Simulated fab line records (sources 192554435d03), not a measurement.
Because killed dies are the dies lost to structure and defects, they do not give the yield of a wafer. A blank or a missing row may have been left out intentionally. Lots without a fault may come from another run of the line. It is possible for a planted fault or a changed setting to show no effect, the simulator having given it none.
A lot that was struck, set against a sound lot    flow n5_finfet    16 out of 1938 route steps
Sound: these wafers, L711.1, L711.3, L711.5. Struck: wafers L715.3, L715.6 (left out: L715.4, a lot-mate that was not struck); the cause follows at the end.
Per side, at each step with rows, come the tool, then ch with its chambers, and then its first start. Under that, the readings that differ: sound wafers    struck wafers    difference of the means    sigmas: that difference in standard deviations of wafers without a fault.
alike: readings whose means differ by less than 2 such deviations, and words and numbers that are the same on both sides. not compared: withheld readings, readings that some wafer has no value for, bounds like >300 that may hide the same value, and numbers for which the record gives no deviation and whose values overlap.
Wherever a step has rows on one side only, a row that says differs or no value, or a row with sigmas, the two part there. Numbers that have no deviation but don't overlap get no sigmas and don't part them. A reading missing from all wafers of one side parts the sides only when that side holds two or more wafers.

N5_FIN_CUT_PRECLEAN_35: cleans in vHF, time 13.3 s.
  sound on vapor_etch-01 ch 0, day 4 07:20; struck on vapor_etch-01 ch 1, day 5 06:07
  alike: drypump_motor_current_A
then, 1 step without rows for these wafers: N5_FIN_CUT_CUT_ETCH_15 (etches Si in HBr/Cl2/O2, target depth 100 nm, bt time 10 s, time 42.4 s).
N5_FIN_CUT_CUT_ETCH_28: etches Si in HBr/Cl2/O2, target depth 6 nm, time 2.4 s.
  sound on rie_si-01 ch 2,3, day 4 07:28; struck on rie_si-06 ch 0,2, day 5 06:14
  alike: HBr_flow_sccm, drypump_motor_current_A, oes_product_au, throttle_valve_pct
  not compared: rf_hours_counter_h
N5_FIN_CUT_STRIP_22: strips in N2/H2.
  sound on rie_diel-02 ch 0,2, day 4 07:32; struck on rie_diel-04 ch 2,3, day 5 06:20
  alike: drypump_motor_current_A, h2_flow_sccm, oes_product_au, rf_vpp_V, showerhead_plenum_p_Torr, throttle_valve_pct
  not compared: rf_hours_counter_h
then, 3 steps without rows for these wafers: N5_FIN_CUT_PRECLEAN_36 (cleans in O3/DIW, time 60 s); N5_FIN_CUT_SRD_32 (time 30 s); N5_FIN_CUT_UV_OZONE_34 (time 120 s).
N5_FIN_CUT_INSPECT_17: inspects for defects (brightfield).
  sound: defect_inspect-02 at day 4 07:46; struck: defect_inspect-02 at day 5 06:31
  alike: raw_defect_count
N5_STI_FIN_REVEAL_ALD_00: deposits SiO2, target thk 1 nm, pulse time 1 s.
  sound on ald_sin-03 ch 0,1,2, day 4 07:49; struck on ald_sin-04 ch 2, day 5 06:37
  alike: heater_power_w, precursor_pulse_height_rel, susceptor_temp_C
N5_STI_FIN_REVEAL_ALD_14: deposits Si3N4, target thk 3 nm.
  sound on ald_sin-03 ch 0,1,2, day 4 07:51; struck on ald_sin-04 ch 2, day 5 06:40
  alike: heater_power_w, susceptor_temp_C
then, 2 steps without rows for these wafers: N5_STI_FIN_REVEAL_FCVD_FILL_01 (material SiO2 flowable, target thk 312 nm, time 512.2 s); N5_STI_FIN_REVEAL_DENSIFY_02 (time 1800 s).
N5_STI_FIN_REVEAL_CMP_04: polishes, stops on Si3N4, t overpolish 4 s, target thk 131.83 nm.
  sound on cmp-02 ch 1,2,3, day 4 12:58; struck on cmp-01 ch 1,2, day 5 11:43
reading                 sound              struck       difference  sigmas
overpolish_run_s (s)    3.996 4.014 3.997  3.985 3.981  -0.019      -2
time_to_endpoint_s (s)  100 98 94          219 212      +118        +23
  alike: motor_current_A, retaining_ring_pressure_frac
N5_STI_FIN_REVEAL_THK_MEAS_05:
  sound: film_metro-01 at day 4 13:11; struck: film_metro-01 at day 5 12:00
reading      sound              struck       difference  sigmas
thk_nm (nm)  131.9 130.9 132.0  133.3 135.7  +2.9        +2
-- record jumps: 5 days separate the struck wafers' starts on either side; left off in module STI_FIN_REVEAL, taken up again in module BEOL_M4, whose first shown step is the route's number 1111 --
N5_BEOL_M4_RC_MEAS_101:
  sound on prober-02 ch 0, day 9 15:53; struck on prober-02 ch 0, day 10 23:05
  alike: DIBL_N, DIBL_P, IOFF_N, IOFF_P, ION_N, ION_P, SS_N, SS_P, VT_N, VT_P
-- here the record skips 4 days between the struck wafers' starts before and after, leaving off in module BEOL_M4 and picking up in module PASSIVATION (first step shown: number 1936 of the route) --
N5_PASSIVATION_PROBE_49:
  sound: prober-01 at day 14 02:12; struck: prober-02 at day 15 03:07
  alike: defect_limited_yield, killed_at_M0_to_M3, killed_at_M4_up, killed_at_contacts, killed_at_front_end, killed_at_other, killed_dies, killed_open, killed_short, sort_bin_5_function, sort_bin_6_memory, sort_bin_8_speed, sort_n_pass, sort_yield_pct

## WHERE THEY PART
First at N5_STI_FIN_REVEAL_CMP_04; last, within this record, at N5_STI_FIN_REVEAL_THK_MEAS_05. Later steps at which nothing parts them and some readings are alike: N5_BEOL_M4_RC_MEAS_101, N5_PASSIVATION_PROBE_49.

WHY: what had been put in by the simulator
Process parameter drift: cmp-01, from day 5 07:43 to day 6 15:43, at N5_STI_FIN_REVEAL_CMP_04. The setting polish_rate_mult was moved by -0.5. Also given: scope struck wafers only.
